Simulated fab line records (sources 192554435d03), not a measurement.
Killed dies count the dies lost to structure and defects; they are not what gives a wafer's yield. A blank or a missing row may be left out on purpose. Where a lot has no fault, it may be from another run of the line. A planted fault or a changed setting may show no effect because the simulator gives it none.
Matching of chambers    flow n5-finfet    N5_HKMG_FIN_ALD_91 on ald-metal-02 has 4 sister chambers
The step deposits TiN, target thk 1 nm, pulse time 1 s, purge time 3 s. 4 wafers are shown with their chamber, then 7 later ones without.

== WAFERS, EACH WITH ITS CHAMBER ==
wafer   chamber  heater-power-outer-w (W)
L704.2  2        577
L710.1  3        618
L712.1  0        541
L712.3  1        545

== WAFERS WITH NO CHAMBER GIVEN ==
wafer   heater-power-outer-w (W)
L712.6  626
L714.3  573
L714.4  546
L714.5  555
L716.2  577
L716.3  601
L716.5  623

== WHICH CHAMBER EACH ONE RAN IN ==
wafer   from the rows above           in truth
L712.6  3                             3
L714.3  2                             2
L714.4  can't be placed: 1 or 0       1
L714.5  can't be placed: 1 or 0 or 2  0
L716.2  2                             2
L716.3  can't be placed: 3 or 2       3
L716.5  3                             3
Correct placement for 4 of the 7. From these rows, 3 cannot be placed; in 3 the true chamber is one of the candidates. Wrongly placed: 0.
How it was worked out, from the rows above alone: a wafer's distance from a chamber is the root of the sum, over the readings, of the square of ((its reading less the chamber's mean) divided by the reading's scatter). The wafer belongs to the nearest chamber; if the next one is less than 2 further off, it can't be placed. A chamber's mean is the mean of its shown wafers. The scatter: root of mean squared gap, hidden wafer to nearest shown wafer, with one shown wafer a chamber.
